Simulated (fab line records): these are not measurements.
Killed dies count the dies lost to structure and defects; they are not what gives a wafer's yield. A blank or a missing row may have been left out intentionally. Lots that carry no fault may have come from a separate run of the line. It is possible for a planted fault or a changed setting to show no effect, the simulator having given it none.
fab line records	flow n5_finfet
record lots=11	wafers=33	last_day=21
route steps=1938 shown PMOS_HMC_CHANNEL_EPI@70 PASSIVATION@1925
lots that met no fault: taken from a fault-free run of the same line
start_h: the number of hours between the record's first day and the start of the first shown wafer of the lot	wait_h: time in hours since the lot's previous step	" identical to the entry in the row above	L1.1+2: one row covering several wafers at once	- either no value or no given start	* or withheld: withheld	< > ~ a bound
route shown NAME@n: NAME is a module with steps in the file, n the number in the route of the first one	usual: mean and standard deviation over wafers with no fault	same: alike in all rows	chamber/n: place in a boat	sites: per-site readings	_std_site: the standard deviation of these	_edge_site: the outer-site mean with the inner-site mean subtracted	radius_mm: for every site, how far away it sits from the centre of the wafer	mask NAME#n: copy n	behind: the tool/chamber that last shaped the wafer	hold: why the lot went on hold/how many hours it stayed there/how the hold came to an end	device: the transistor (n, p or np) that didn't switch	end of line: the same wafers' tests at the end of the route	step lacking rows: just its recipe	killed: count of dies lost to structure and defects at first sort (not the wafer's yield)	map: per-die view of a wafer (x killed, . not killed, _ where there is no die)
set.NAME: the setting that was run; set.NAME@STEP: the one run at that earlier step	model.NAME: the simulator's own value behind a step, which no gauge read
route steps across a sampled set of lots; one table per step, one row per wafer
services: the hour from which a tool's chamber was out of use, counted from the record's first day as start_h (under 0 if before that day), plus the number of hours and why
## steps
# step N5_PMOS_HMC_CHANNEL_EPI_HM_OPEN_15
# recipe chemistry=CHF3/O2	target=SiO2	mask_material=CAR-ArF-block	target_depth_a=406	CHF3_flow_sccm=50	O2_flow_sccm=5	Ar_flow_sccm=200	time_s=20.3	pressure_mtorr=30	source_w=650	bias_w=170	ion_energy_ev=200
# usual drypump_motor_current_A=5.6/0.5	oes_ar_750_au=0.77/0.058	oes_product_au=0.78/0.064	rf_fwd_power_W=644.6/2.3	rf_vpp_V=536/15	showerhead_plenum_p_Torr=2.43/0.091	throttle_valve_pct=18.93/0.24
lot.wafer	tool	chamber	start_h	wait_h	drypump_motor_current_A	oes_ar_750_au	oes_product_au	rf_fwd_power_W	rf_hours_counter_h	rf_vpp_V	showerhead_plenum_p_Torr	throttle_valve_pct
L850.2	rie_diel-06	0	35.65	0.0	5.8	0.81	0.81	643.0	92	538	2.43	19.02
L850.3	"	2	"	"	5.5	0.75	0.74	646.9	181	517	2.41	18.88
L850.5	"	2	"	"	5.5	0.75	0.74	647.4	-	516	2.41	18.87
L851.2	rie_diel-06	1	41.62	0.0	5.6	0.87	0.86	650.0	44	531	2.52	18.41
L851.4	"	3	"	"	6.1	0.71	0.69	640.3	230	537	2.49	19.24
L851.5	"	0	"	"	5.8	0.81	0.81	647.9	-	539	2.43	19.02
L852.4	rie_diel-02	3	47.63	0.0	5.7	0.84	0.88	643.8	46	565	2.34	19.02
L852.5	"	0	"	"	4.8	0.72	0.73	643.2	-	533	2.27	19.23
L852.6	"	1	"	"	6.4	0.83	0.87	644.0	-	546	2.54	18.67
L855.3	rie_diel-05	2	65.60	0.0	6.1	0.82	0.82	648.2	97	517	2.54	18.76
L855.4	"	1	"	"	5.5	0.75	0.74	644.8	174	510	2.51	19.08
L855.6	"	3	"	"	5.7	0.77	0.76	641.3	-	527	2.32	18.77
L856.2	rie_diel-02	2	71.38	0.0	5.0	0.72	0.73	642.9	188	519	2.48	18.79
L856.3	"	3	"	"	5.7	0.83	0.86	645.0	50	565	2.34	19.03
L856.6	"	2	"	"	5.0	0.72	0.73	642.1	-	517	2.48	18.83
L858.2	rie_diel-06	0	83.14	0.0	5.8	0.80	0.80	645.9	99	539	2.43	19.04
L858.3	"	3	"	"	6.1	0.71	0.69	642.1	235	537	2.49	19.26
L858.4	"	1	"	"	5.5	0.87	0.86	646.2	50	530	2.52	18.42
L863.3	rie_diel-02	0	113.29	0.0	4.8	0.70	0.71	644.3	214	532	2.27	19.24
L863.4	"	1	"	"	6.4	0.82	0.83	644.6	62	545	2.54	18.69
L863.6	"	1	"	"	6.4	0.82	0.84	642.6	-	544	2.54	18.71
L864.3	rie_diel-06	0	120.56	0.0	5.8	0.79	0.80	644.2	106	539	2.43	19.05
L864.4	"	2	"	"	5.6	0.73	0.73	648.0	196	517	2.41	18.89
L864.5	"	3	"	"	6.1	0.70	0.69	643.7	-	538	2.48	19.26
L865.2	rie_diel-02	3	125.40	0.0	5.7	0.83	0.85	643.0	59	565	2.33	19.03
L865.3	"	2	"	"	5.0	0.71	0.71	645.5	198	518	2.47	18.81
L865.5	"	1	"	"	6.4	0.82	0.83	641.7	-	545	2.53	18.69
L866.2	rie_diel-02	1	131.89	0.0	6.4	0.82	0.83	643.9	66	546	2.53	18.70
L866.3	"	2	"	"	5.0	0.72	0.72	644.1	200	517	2.47	18.84
L866.6	"	3	"	"	5.7	0.83	0.85	644.1	-	564	2.33	19.04
L867.2	rie_diel-02	3	137.83	0.0	5.7	0.82	0.85	648.7	62	564	2.33	19.05
L867.3	"	0	"	"	4.8	0.70	0.72	642.6	219	531	2.27	19.26
L867.4	"	2	"	"	5.0	0.71	0.71	646.9	201	518	2.47	18.83
# step N5_PASSIVATION_CD_MEAS_44
# recipe target_cd_nm=40000	landing_energy_ev=500	detector=se_inlens
# usual cd_nm=40002/4.8
lot.wafer	tool	chamber	start_h	wait_h	cd_nm
L850.2	cd_sem-02	0	364.07	-	39996
L850.3	"	0	"	"	39999
L850.5	"	0	"	"	40011
L851.2	cd_sem-03	0	373.73	-	39997
L851.4	"	0	"	"	39996
L851.5	"	0	"	"	40001
L855.3	cd_sem-03	0	403.06	-	40001
L855.4	"	0	"	"	39999
L855.6	"	0	"	"	39999
L852.4	cd_sem-03	0	407.30	-	39995
L852.5	"	0	"	"	40000
L852.6	"	0	"	"	40008
L856.2	cd_sem-01	0	431.79	-	40005
L856.3	"	0	"	"	40008
L856.6	"	0	"	"	40002
L863.3	cd_sem-02	0	444.60	-	40001
L863.4	"	0	"	"	39997
L863.6	"	0	"	"	39999
L858.2	cd_sem-03	0	447.09	-	39999
L858.3	"	0	"	"	40003
L858.4	"	0	"	"	40002
L864.3	cd_sem-02	0	470.69	-	40004
L864.4	"	0	"	"	40014
L864.5	"	0	"	"	40009
L865.2	cd_sem-03	0	488.38	-	40001
L865.3	"	0	"	"	39994
L865.5	"	0	"	"	40006
L866.2	cd_sem-03	0	491.70	-	40002
L866.3	"	0	"	"	39995
L866.6	"	0	"	"	39995
L867.2	cd_sem-03	0	491.99	-	40009
L867.3	"	0	"	"	40001
L867.4	"	0	"	"	39999
# step N5_PASSIVATION_DESCUM_46
# recipe chemistry=O2	time_s=7.9	source_power_w=50	bias_power_w=20	pressure_mtorr=20	rf_frequency_hz=2.712e+07	temp_c=40	o2_flow_sccm=225
# usual drypump_motor_current_A=5.70/0.21	oes_product_au=0.79/0.077	rf_fwd_power_W=49.41/0.19	rf_vpp_V=242.5/1.2	showerhead_plenum_p_Torr=2.05/0.066	throttle_valve_pct=20.42/0.26
lot.wafer	tool	chamber	start_h	wait_h	drypump_motor_current_A	oes_product_au	rf_fwd_power_W	rf_hours_counter_h	rf_vpp_V	showerhead_plenum_p_Torr	throttle_valve_pct
L850.2	rie_diel-03	1	364.33	0.2	5.78	0.72	49.15	187	242.1	2.00	20.80
L850.3	"	2	"	"	5.96	0.69	49.53	242	243.4	2.13	20.52
L850.5	"	1	"	"	5.76	0.71	49.26	-	240.4	2.00	20.80
L851.2	rie_diel-03	2	373.82	0.0	5.97	0.68	49.39	245	244.5	2.13	20.52
L851.4	"	1	"	"	5.78	0.72	49.22	189	241.2	2.00	20.80
L851.5	"	3	"	"	5.66	0.74	49.04	-	240.3	1.95	20.18
L855.3	rie_diel-04	0	403.14	0.0	5.85	0.81	49.40	84	242.0	2.05	20.71
L855.4	"	1	"	"	5.95	0.84	49.32	-	242.8	2.04	20.29
L855.6	"	2	"	"	5.40	0.85	49.28	-	242.6	2.13	20.28
L852.4	rie_diel-04	1	407.56	0.2	5.93	0.84	49.08	-	241.3	2.04	20.33
L852.5	"	0	"	"	5.87	0.82	49.13	-	242.6	2.04	20.71
L852.6	"	2	"	"	5.41	0.86	49.58	-	243.8	2.13	20.29
L856.2	rie_diel-01	1	431.87	0.0	5.53	0.75	49.50	154	244.7	2.15	20.44
L856.3	"	0	"	"	5.75	0.75	49.11	178	241.2	1.99	20.40
L856.6	"	0	"	"	5.73	0.75	48.92	-	242.4	1.98	20.40
L863.3	rie_diel-04	3	444.70	0.1	5.24	0.68	49.69	244	243.6	2.15	20.97
L863.4	"	2	"	"	5.39	0.84	49.30	69	243.4	2.13	20.32
L863.6	"	1	"	"	5.98	0.82	49.22	-	242.1	2.03	20.33
L858.2	rie_diel-04	3	447.48	0.3	5.24	0.68	49.34	245	242.6	2.15	20.98
L858.3	"	2	"	"	5.43	0.85	49.19	69	244.2	2.13	20.32
L858.4	"	1	"	"	5.94	0.82	49.31	90	242.6	2.03	20.33
L864.3	rie_diel-03	0	470.77	0.0	5.52	0.84	49.30	54	241.2	2.05	20.27
L864.4	"	2	"	"	6.01	0.92	49.13	-	243.5	2.12	20.19
L864.5	"	3	"	"	5.65	0.71	49.61	-	240.2	1.94	20.25
L865.2	rie_diel-03	0	488.46	0.0	5.52	0.82	49.41	61	241.3	2.05	20.29
L865.3	"	1	"	"	5.77	0.68	49.17	229	241.2	1.98	20.87
L865.5	"	0	"	"	5.53	0.82	49.65	-	241.0	2.05	20.29
L866.2	rie_diel-04	1	491.79	0.0	5.87	0.79	49.43	107	242.0	2.02	20.38
L866.3	"	2	"	"	5.40	0.83	49.30	87	242.2	2.12	20.34
L866.6	"	2	"	"	5.38	0.83	49.56	-	243.1	2.12	20.36
L867.2	rie_diel-01	0	492.70	0.7	5.76	0.73	49.43	202	241.8	1.98	20.44
L867.3	"	3	"	"	5.85	0.79	49.65	100	243.0	2.00	19.99
L867.4	"	1	"	"	5.56	0.74	49.81	177	242.6	2.14	20.46
# step N5_PASSIVATION_PROBE_49
# usual defect_limited_yield=90.9/1.6	killed_at_M0_to_M3=37/11	killed_at_M4_up=15/5.6	killed_at_contacts=13/6.4	killed_at_front_end=39/11	killed_at_other=4/3.1	killed_dies=107/19	killed_on_rim=14/4.3	killed_open=71/14	killed_short=34/7.8	sort_bin_5_function=5.3/1	sort_bin_6_memory=3.4/0.72	sort_bin_8_speed=0.0/0.42	sort_n_pass=1072/20	sort_yield_pct=90.9/1.7
# same gross_dies=1180	killed_at_back_side=0	sort_bin_4_leakage[%]=0
lot.wafer	tool	chamber	start_h	wait_h	defect_limited_yield[%]	killed_at_M0_to_M3	killed_at_M4_up	killed_at_contacts	killed_at_front_end	killed_at_other	killed_dies	killed_on_rim	killed_open	killed_short	sort_bin_5_function[%]	sort_bin_6_memory[%]	sort_bin_8_speed[%]	sort_n_pass	sort_yield_pct[%]
L850.2	prober-02	-	368.48	0.1	89.5	41	23	26	30	4	124	15	82	34	5.2	4.4	0	1056	89.5
L850.3	prober-02	-	368.53	0.1	90.3	36	10	15	52	2	115	18	68	37	5.3	3.4	0	1065	90.3
L850.5	prober-02	-	368.63	0.2	88.6	33	22	16	50	14	135	17	78	48	5.8	4.6	0	1045	88.6
L851.2	prober-01	-	376.91	0.1	92.5	14	11	29	33	1	88	14	56	24	4.3	2.8	0	1092	92.5
L851.4	prober-01	-	377.01	0.2	90.5	25	21	13	51	2	112	24	73	38	5.2	3.9	0	1068	90.5
L851.5	prober-01	-	377.06	0.2	90.1	43	14	22	38	0	117	11	78	32	6.4	3.1	0	1063	90.1
L855.3	prober-01	-	406.32	0.1	90.4	43	9	12	37	12	113	14	81	30	6.1	3.3	0.2	1065	90.3
L855.4	prober-01	-	406.37	0.2	88.5	42	14	12	55	13	136	16	103	31	7.3	3.8	0	1044	88.5
L855.6	prober-01	-	406.47	0.3	90.3	35	7	25	43	4	114	11	85	28	5.2	4.2	0.2	1064	90.2
L852.4	prober-02	-	410.79	0.2	89.7	46	10	13	51	2	122	19	84	36	6.4	3.7	0	1058	89.7
L852.5	prober-02	-	410.84	0.2	89.9	44	13	13	48	1	119	17	82	35	5.3	4.4	0	1061	89.9
L852.6	prober-02	-	410.89	0.3	89.6	46	19	8	49	1	123	10	81	42	6.9	2.9	0	1057	89.6
L856.2	prober-02	-	434.96	0.1	90.5	35	10	21	44	2	112	22	75	35	6.4	3.1	0.7	1060	89.8
L856.3	prober-02	-	435.01	0.1	92.5	31	13	12	28	4	88	10	53	34	4.8	2.4	0	1092	92.5
L856.6	prober-02	-	435.16	0.3	93.3	26	16	9	24	4	79	6	41	36	3.7	2.5	0	1101	93.3
L863.3	prober-01	-	447.85	0.1	90.4	34	23	24	31	1	113	15	68	43	5.8	3.5	0	1067	90.4
L863.4	prober-01	-	447.90	0.2	91.8	24	14	23	34	2	97	12	68	27	4.9	3.2	0	1083	91.8
L863.6	prober-01	-	448.00	0.3	90.2	30	31	27	28	0	116	23	67	48	5.3	4.3	0	1064	90.2
L858.2	prober-01	-	450.60	0.1	90.4	26	17	8	60	2	113	12	78	33	5.4	4.0	0	1067	90.4
L858.3	prober-01	-	450.65	0.1	89.4	32	20	12	54	7	125	18	83	41	5.9	4.0	0	1055	89.4
L858.4	prober-01	-	450.70	0.2	88.8	39	15	20	49	9	132	14	85	46	6.1	4.9	0	1048	88.8
L864.3	prober-01	-	473.93	0.1	88.5	25	17	10	78	6	136	25	60	30	7.5	3.1	0	1044	88.5
L864.4	prober-01	-	473.98	0.2	90.9	38	16	14	34	5	107	11	81	25	5.3	3.5	0	1073	90.9
L864.5	prober-01	-	474.03	0.2	93.2	18	13	13	34	2	80	11	52	27	4.7	1.8	0	1100	93.2
L865.2	prober-02	-	491.57	0.1	91.0	26	17	9	51	3	106	17	64	40	5.3	3.4	0	1074	91.0
L865.3	prober-02	-	491.62	0.1	89.7	29	25	14	52	1	121	17	81	35	5.8	4.2	0	1059	89.7
L865.5	prober-02	-	491.72	0.2	91.4	36	15	11	37	3	102	12	68	33	5.3	3.2	0	1078	91.4
L866.2	prober-02	-	494.88	0.1	85.6	67	14	36	47	6	170	23	121	48	9.0	4.8	0	1010	85.6
L866.3	prober-02	-	494.93	0.1	89.7	40	21	15	44	2	122	17	80	42	6.2	4.0	0	1058	89.7
L866.6	prober-02	-	495.08	0.3	90.4	39	21	22	30	1	113	17	83	30	6.3	3.0	0	1067	90.4
L867.2	prober-01	-	496.22	0.1	92.7	25	15	10	34	2	86	15	56	29	4.4	2.7	0	1094	92.7
L867.3	prober-01	-	496.27	0.1	90.5	36	11	10	52	3	112	9	72	38	5.9	3.2	0	1068	90.5
L867.4	prober-01	-	496.32	0.2	89.8	48	17	18	36	1	120	20	95	24	6.1	3.7	0	1060	89.8
# killed by level:class
L850.2 MOL_CONTACT_COAG:geometric_particle:open=22 BEOL_M4:geometric_particle:open=12 DUMMY_GATE:geometric_particle:open=9 BEOL_M0_SAQP:geometric_particle:short=9 BEOL_M3:geometric_particle:open=8 BEOL_M2:geometric_particle:open=7 BEOL_M0_SAQP:geometric_particle:open=6 BEOL_M5:geometric_particle:open=5
L850.3 MOL_CONTACT_COAG:geometric_particle:open=12 FIN_SAQP:geometric_particle:open=10 FIN_SAQP:geometric_particle:short=9 HKMG_FIN:area_etch=8 BEOL_M2:geometric_particle:open=7 STI_FIN_REVEAL:geometric_particle:open=6 BEOL_M0_SAQP:geometric_particle:short=6 BEOL_M0_SAQP:geometric_particle:open=6
L850.5 FIN_SAQP:geometric_particle:short=11 BEOL_M4:geometric_particle:open=10 FIN_SAQP:geometric_particle:open=9 MOL_CONTACT_COAG:geometric_particle:open=9 BEOL_M3:geometric_particle:open=8 BEOL_M5:geometric_particle:open=7 MOL_CONTACT_COAG:geometric_particle:short=7 BEOL_M0_SAQP:geometric_particle:open=7
L851.2 MOL_CONTACT_COAG:geometric_particle:open=22 FIN_SAQP:geometric_particle:open=9 GATE_CUT:geometric_particle:short=7 BEOL_M1:geometric_particle:open=7 STI_FIN_REVEAL:geometric_particle:open=6 MOL_CONTACT_COAG:geometric_particle:short=5 BEOL_M0_SAQP:geometric_particle:short=4 FIN_SAQP:geometric_particle:short=3
L851.4 BEOL_M4:geometric_particle:open=11 MOL_CONTACT_COAG:geometric_particle:open=10 FIN_SAQP:geometric_particle:open=9 GATE_CUT:geometric_particle:short=9 FIN_SAQP:geometric_particle:short=7 STARTING-WAFER:geometric_particle:open=7 DUMMY_GATE:geometric_particle:open=5 STI_FIN_REVEAL:geometric_particle:open=5
L851.5 MOL_CONTACT_COAG:geometric_particle:open=19 BEOL_M3:geometric_particle:open=13 FIN_SAQP:geometric_particle:short=12 BEOL_M1:geometric_particle:open=10 BEOL_M0_SAQP:geometric_particle:open=7 FIN_SAQP:geometric_particle:open=6 BEOL_M2:geometric_particle:open=4 GATE_CUT:geometric_particle:short=4
L855.3 BEOL_M2:geometric_particle:open=15 FIN_SAQP:geometric_particle:open=13 MOL_CONTACT_COAG:geometric_particle:open=11 STI_FIN_REVEAL:geometric_particle:open=8 BEOL_M1:geometric_particle:open=8 FIN_SAQP:geometric_particle:short=6 BEOL_M0_SAQP:geometric_particle:open=5 BEOL_M3:geometric_particle:open=5
L855.4 STI_FIN_REVEAL:geometric_particle:open=25 FIN_SAQP:geometric_particle:open=15 MOL_CONTACT_COAG:geometric_particle:open=12 BEOL_M0_SAQP:geometric_particle:open=8 BEOL_M0_SAQP:geometric_particle:short=8 BEOL_M2:geometric_particle:open=6 BEOL_M0:geometric_particle:open=5 BEOL_M3:geometric_particle:open=5
L855.6 MOL_CONTACT_COAG:geometric_particle:open=21 STI_FIN_REVEAL:geometric_particle:open=12 BEOL_M2:geometric_particle:open=10 FIN_SAQP:geometric_particle:open=9 BEOL_M1:geometric_particle:open=9 DUMMY_GATE:geometric_particle:open=4 GATE_CUT:geometric_particle:short=4 MOL_CONTACT_COAG:geometric_particle:short=4
L852.4 BEOL_M2:geometric_particle:open=19 FIN_SAQP:geometric_particle:open=18 MOL_CONTACT_COAG:geometric_particle:open=12 FIN_SAQP:geometric_particle:short=10 BEOL_M0_SAQP:geometric_particle:short=8 BEOL_M0_SAQP:geometric_particle:open=6 BEOL_M1:geometric_particle:open=4 BEOL_M3:geometric_particle:open=4
L852.5 BEOL_M2:geometric_particle:open=24 FIN_SAQP:geometric_particle:open=13 MOL_CONTACT_COAG:geometric_particle:open=9 BEOL_M4:geometric_particle:open=9 GATE_CUT:geometric_particle:short=6 DUMMY_GATE:geometric_particle:open=5 STARTING-WAFER:geometric_particle:open=5 FIN_SAQP:geometric_particle:short=4
L852.6 FIN_SAQP:geometric_particle:open=18 BEOL_M0_SAQP:geometric_particle:open=14 BEOL_M2:geometric_particle:open=13 GATE_CUT:geometric_particle:short=8 FIN_SAQP:geometric_particle:short=7 BEOL_M4:geometric_particle:open=7 BEOL_M0_SAQP:geometric_particle:short=6 BEOL_M4:geometric_particle:short=6
L856.2 MOL_CONTACT_COAG:geometric_particle:open=16 DUMMY_GATE:geometric_particle:open=9 BEOL_M0_SAQP:geometric_particle:open=9 FIN_SAQP:geometric_particle:open=8 BEOL_M0_SAQP:geometric_particle:short=8 FIN_SAQP:geometric_particle:short=7 STI_FIN_REVEAL:geometric_particle:open=7 BEOL_M2:geometric_particle:open=7
L856.3 MOL_CONTACT_COAG:geometric_particle:open=9 BEOL_M0_SAQP:geometric_particle:open=9 GATE_CUT:geometric_particle:short=7 BEOL_M2:geometric_particle:open=6 BEOL_M4:geometric_particle:open=6 GATE_CUT:geometric_particle:open=5 BEOL_M0_SAQP:geometric_particle:short=5 FIN_SAQP:geometric_particle:open=4
L856.6 MOL_CONTACT_COAG:geometric_particle:open=7 BEOL_M4:geometric_particle:open=7 FIN_SAQP:geometric_particle:short=6 GATE_CUT:geometric_particle:short=6 BEOL_M2:geometric_particle:open=6 BEOL_M3:geometric_particle:open=5 BEOL_M2:geometric_particle:short=4 BEOL_M0_SAQP:geometric_particle:short=4
L863.3 MOL_CONTACT_COAG:geometric_particle:open=19 BEOL_M4:geometric_particle:open=13 FIN_SAQP:geometric_particle:short=9 BEOL_M0_SAQP:geometric_particle:short=7 BEOL_M2:geometric_particle:short=7 BEOL_M0_SAQP:geometric_particle:open=6 BEOL_M2:geometric_particle:open=6 BEOL_M4:geometric_particle:short=5
L863.4 MOL_CONTACT_COAG:geometric_particle:open=22 FIN_SAQP:geometric_particle:open=7 FIN_SAQP:geometric_particle:short=7 STI_FIN_REVEAL:geometric_particle:open=6 BEOL_M0:geometric_particle:open=4 DUMMY_GATE:geometric_particle:open=3 BEOL_M0_SAQP:geometric_particle:short=3 BEOL_M0_SAQP:geometric_particle:open=3
L863.6 BEOL_M4:geometric_particle:open=17 MOL_CONTACT_COAG:geometric_particle:open=15 MOL_CONTACT_COAG:geometric_particle:short=12 BEOL_M0_SAQP:geometric_particle:short=8 BEOL_M0_SAQP:geometric_particle:open=5 BEOL_M2:geometric_particle:short=5 STI_FIN_REVEAL:geometric_particle:open=4 BEOL_M1:geometric_particle:short=4
L858.2 STI_FIN_REVEAL:geometric_particle:open=25 FIN_SAQP:geometric_particle:short=9 BEOL_M0_SAQP:geometric_particle:open=9 BEOL_M4:geometric_particle:open=9 BEOL_M0_SAQP:geometric_particle:short=8 FIN_SAQP:geometric_particle:open=6 MOL_CONTACT_COAG:geometric_particle:open=5 BEOL_M3:geometric_particle:open=5
L858.3 STI_FIN_REVEAL:geometric_particle:open=19 BEOL_M4:geometric_particle:open=13 BEOL_M0_SAQP:geometric_particle:short=10 BEOL_M0_SAQP:geometric_particle:open=9 STI_FIN_REVEAL:geometric_particle:short=7 MOL_CONTACT_COAG:geometric_particle:open=7 FIN_SAQP:geometric_particle:open=5 DUMMY_GATE:geometric_particle:open=5
L858.4 STI_FIN_REVEAL:geometric_particle:open=15 MOL_CONTACT_COAG:geometric_particle:open=15 FIN_SAQP:geometric_particle:open=12 FIN_SAQP:geometric_particle:short=10 BEOL_M0_SAQP:geometric_particle:open=10 BEOL_M0_SAQP:geometric_particle:short=9 BEOL_M4:geometric_particle:open=9 BEOL_M2:geometric_particle:open=8
L864.3 PMOS_HMC_CHANNEL_EPI:unspecified=45 FIN_SAQP:geometric_particle:open=8 GATE_CUT:geometric_particle:short=7 MOL_CONTACT_COAG:geometric_particle:open=7 BEOL_M3:geometric_particle:open=7 STI_FIN_REVEAL:geometric_particle:open=6 BEOL_M0_SAQP:geometric_particle:short=5 BEOL_M4:geometric_particle:open=5
L864.4 BEOL_M3:geometric_particle:open=12 FIN_SAQP:geometric_particle:open=11 MOL_CONTACT_COAG:geometric_particle:open=11 BEOL_M4:geometric_particle:open=9 STI_FIN_REVEAL:geometric_particle:open=6 BEOL_M0_SAQP:geometric_particle:short=6 BEOL_M2:geometric_particle:open=6 BEOL_M0_SAQP:geometric_particle:open=5
L864.5 MOL_CONTACT_COAG:geometric_particle:open=11 FIN_SAQP:geometric_particle:short=10 FIN_SAQP:geometric_particle:open=7 BEOL_M3:geometric_particle:open=5 STI_FIN_REVEAL:geometric_particle:open=4 BEOL_M0_SAQP:geometric_particle:open=4 BEOL_M2:geometric_particle:open=4 BEOL_M5:geometric_particle:open=4
L865.2 FIN_SAQP:geometric_particle:short=12 FIN_SAQP:geometric_particle:open=11 BEOL_M4:geometric_particle:open=10 STI_FIN_REVEAL:geometric_particle:open=9 MOL_CONTACT_COAG:geometric_particle:open=9 BEOL_M1:geometric_particle:open=6 STI_FIN_REVEAL:geometric_particle:short=5 BEOL_M0:geometric_particle:open=4
L865.3 STI_FIN_REVEAL:geometric_particle:open=15 MOL_CONTACT_COAG:geometric_particle:open=10 BEOL_M4:geometric_particle:open=10 FIN_SAQP:geometric_particle:short=9 FIN_SAQP:geometric_particle:open=8 BEOL_M1:geometric_particle:open=7 BEOL_M0_SAQP:geometric_particle:short=5 BEOL_M5:geometric_particle:short=5
L865.5 STI_FIN_REVEAL:geometric_particle:open=11 BEOL_M0_SAQP:geometric_particle:open=11 BEOL_M0_SAQP:geometric_particle:short=8 FIN_SAQP:geometric_particle:open=7 MOL_CONTACT_COAG:geometric_particle:open=6 FIN_SAQP:geometric_particle:short=5 DUMMY_GATE:geometric_particle:open=5 MOL_CONTACT_COAG:geometric_particle:short=5
L866.2 MOL_CONTACT_COAG:geometric_particle:open=31 BEOL_M0_SAQP:geometric_particle:open=16 BEOL_M0_SAQP:geometric_particle:short=14 BEOL_M1:geometric_particle:open=13 BEOL_M2:geometric_particle:open=13 DUMMY_GATE:geometric_particle:open=9 FIN_SAQP:geometric_particle:short=8 STI_FIN_REVEAL:geometric_particle:open=8
L866.3 BEOL_M0_SAQP:geometric_particle:short=13 MOL_CONTACT_COAG:geometric_particle:open=13 BEOL_M0_SAQP:geometric_particle:open=13 GATE_CUT:geometric_particle:short=10 FIN_SAQP:geometric_particle:open=8 STI_FIN_REVEAL:geometric_particle:open=8 BEOL_M4:geometric_particle:open=8 BEOL_M2:geometric_particle:open=5
L866.6 MOL_CONTACT_COAG:geometric_particle:open=18 BEOL_M0_SAQP:geometric_particle:open=12 BEOL_M4:geometric_particle:open=11 FIN_SAQP:geometric_particle:open=9 DUMMY_GATE:geometric_particle:open=9 BEOL_M0_SAQP:geometric_particle:short=8 BEOL_M1:geometric_particle:short=5 BEOL_M2:geometric_particle:open=5
L867.2 STI_FIN_REVEAL:geometric_particle:open=10 BEOL_M3:geometric_particle:open=9 MOL_CONTACT_COAG:geometric_particle:open=8 BEOL_M4:geometric_particle:short=6 FIN_SAQP:geometric_particle:open=5 BEOL_M0_SAQP:geometric_particle:short=5 STI_FIN_REVEAL:geometric_particle:short=3 DUMMY_GATE:geometric_particle:open=3
L867.3 STI_FIN_REVEAL:geometric_particle:open=16 BEOL_M3:geometric_particle:open=9 STI_FIN_REVEAL:geometric_particle:short=7 MOL_CONTACT_COAG:geometric_particle:open=7 BEOL_M0_SAQP:geometric_particle:short=6 FIN_SAQP:geometric_particle:open=5 GATE_CUT:geometric_particle:short=5 BEOL_M0:geometric_particle:open=5
L867.4 MOL_CONTACT_COAG:geometric_particle:open=16 BEOL_M3:geometric_particle:open=14 STI_FIN_REVEAL:geometric_particle:open=12 BEOL_M0_SAQP:geometric_particle:open=10 BEOL_M4:geometric_particle:open=8 FIN_SAQP:geometric_particle:open=7 DUMMY_GATE:geometric_particle:open=6 BEOL_M0_SAQP:geometric_particle:short=6
## services
tool	chamber	start_h	hours	kind
rie_diel-04	2	17.77	6.1	repair
rie_diel-04	-	50.82	2.8	pm
rie_diel-03	0	56.45	17.9	repair
rie_diel-03	3	73.73	36.7	repair
rie_diel-04	3	94.76	1.6	repair
rie_diel-03	2	115.16	18.1	repair
rie_diel-06	3	141.41	1.3	repair
rie_diel-06	3	156.83	2.9	repair
rie_diel-02	-	169.40	14.6	pm
rie_diel-02	-	192.18	1.3	repair
rie_diel-03	0	206.78	4.0	repair
rie_diel-02	2	210.62	5.7	repair
rie_diel-06	0	211.17	17.1	repair
rie_diel-03	2	238.86	1.8	repair
rie_diel-06	-	246.41	0.3	repair
rie_diel-03	3	254.51	19.3	repair
rie_diel-06	3	272.62	3.0	repair
rie_diel-06	0	285.76	6.9	repair
rie_diel-04	0	298.90	4.3	repair
rie_diel-04	2	332.82	4.0	repair
rie_diel-02	1	367.74	5.0	repair
rie_diel-04	3	403.00	26.1	repair
rie_diel-02	2	417.51	2.8	repair
rie_diel-04	3	476.30	4.0	repair
## key
first_sign step=N5_PASSIVATION_PROBE_49	reading=killed_at_front_end	direction=up	sigmas=3.5	usual=39	struck=78
effect step=N5_PASSIVATION_PROBE_49	reading=killed_on_rim	direction=up	sigmas=2.6	usual=14	struck=25
more_kills_born_at N5_PMOS_HMC_CHANNEL_EPI_HM_OPEN_15@rie_diel-06=45
met_at N5_PMOS_HMC_CHANNEL_EPI_HM_OPEN_15
struck_lots L864
struck_wafers L864.3
not_acting_at N5_PASSIVATION_CD_MEAS_44,N5_PASSIVATION_DESCUM_46
onset_between 83.14 120.56
fault kind=chamber_particle_source	tool=rie_diel-06	chamber=0	onset_h=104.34	steps=N5_PMOS_HMC_CHANNEL_EPI_HM_OPEN_15	rate_per_visit_cm2=0.48878	end_h=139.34
